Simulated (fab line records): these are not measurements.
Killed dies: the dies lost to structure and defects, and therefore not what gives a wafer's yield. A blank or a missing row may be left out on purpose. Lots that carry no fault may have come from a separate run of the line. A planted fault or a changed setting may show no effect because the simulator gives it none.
Matching of chambers :: flow n5_finfet :: N5_BEOL_M6_DESCUM_16 on rie_diel-05 has 3 sister chambers
The step chemistry O2, time 7.9 s. 3 wafers are shown with their chamber, then 10 later ones without.

## WAFERS PAIRED WITH THEIR CHAMBERS
wafer: L091.2
chamber: 1
drypump_motor_current_A (A): 4.9

wafer: L089.3
chamber: 2
drypump_motor_current_A (A): 5.9

wafer: L093.5
chamber: 0
drypump_motor_current_A (A): 6.3

## WAFERS WITHOUT THEIR CHAMBER
wafer: L093.6
drypump_motor_current_A (A): 4.9

wafer: L092.2
drypump_motor_current_A (A): 5.9

wafer: L092.4
drypump_motor_current_A (A): 4.9

wafer: L092.6
drypump_motor_current_A (A): 6.3

wafer: L095.1
drypump_motor_current_A (A): 5.9

wafer: L095.2
drypump_motor_current_A (A): 6.3

wafer: L095.4
drypump_motor_current_A (A): 6.3

wafer: L097.1
drypump_motor_current_A (A): 6.3

wafer: L097.4
drypump_motor_current_A (A): 6.3

wafer: L097.5
drypump_motor_current_A (A): 6.0

## WHICH CHAMBER EACH WENT THROUGH
wafer: L093.6
from the rows above: 1
in truth: 1

wafer: L092.2
from the rows above: 2
in truth: 2

wafer: L092.4
from the rows above: 1
in truth: 1

wafer: L092.6
from the rows above: 0
in truth: 0

wafer: L095.1
from the rows above: 2
in truth: 2

wafer: L095.2
from the rows above: 0
in truth: 0

wafer: L095.4
from the rows above: 0
in truth: 0

wafer: L097.1
from the rows above: 0
in truth: 0

wafer: L097.4
from the rows above: 0
in truth: 0

wafer: L097.5
from the rows above: 2
in truth: 2
Placed correctly: 10 of 10. Not placeable from these rows: 0. Number placed wrongly: 0.
How it was worked out, from the rows above alone: a wafer's distance from a chamber is the root of the sum, over the readings, of the square of ((its reading less the chamber's mean) divided by the reading's scatter). The wafer belongs to the nearest chamber; if the next one is less than 2 further off, it can't be placed. Each chamber's mean is taken over the wafers shown for it. The scatter (one wafer shown for each chamber): square how far every hidden wafer sits from the nearest shown wafer, average those squares and take the square root.
